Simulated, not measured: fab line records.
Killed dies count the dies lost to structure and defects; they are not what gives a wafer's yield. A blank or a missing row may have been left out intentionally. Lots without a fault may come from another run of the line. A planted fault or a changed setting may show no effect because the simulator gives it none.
Chamber matching ; flow n5 finfet ; N5_BEOL_M0_CO_CAP_123 on cvd co-02 has 3 sister chambers
The step material Co, precursor CCTBA/H2, target thk 2 nm, time 102.1 s. 3 wafers are shown with their chamber, then 12 later ones without.

EACH WAFER AND ITS CHAMBER
wafer;chamber;heater power w (W)
L084.1;2;228
L084.2;1;259
L084.3;0;236

WAFERS WITH NO CHAMBER GIVEN
wafer;heater power w (W)
L087.3;223
L087.4;260
L087.5;231
L093.3;255
L093.4;224
L093.5;231
L096.1;258
L096.2;241
L096.6;235
L097.1;257
L097.3;233
L097.5;220

WHICH CHAMBER EACH ONE RAN IN
wafer;from the rows above;in truth
L087.3;2;2
L087.4;1;1
L087.5;can't be placed: 2 or 0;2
L093.3;1;1
L093.4;2;2
L093.5;can't be placed: 2 or 0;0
L096.1;1;1
L096.2;0;0
L096.6;can't be placed: 0 or 2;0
L097.1;1;1
L097.3;can't be placed: 0 or 2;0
L097.5;2;2
Correctly placed: 8 of 12. These rows do not allow placing 4 (true chamber among the candidates in 4). Number placed wrongly: 0.
How it was worked out, from the rows above alone: a wafer's distance from a chamber is the root of the sum, over the readings, of the square of ((its reading less the chamber's mean) divided by the reading's scatter). The wafer belongs to the nearest chamber; if the next one is less than 2 further off, it can't be placed. Each chamber's mean is taken over the wafers shown for it. The scatter: with one shown wafer a chamber, the root of the mean of the squares of how far each hidden wafer lies from its nearest shown one.
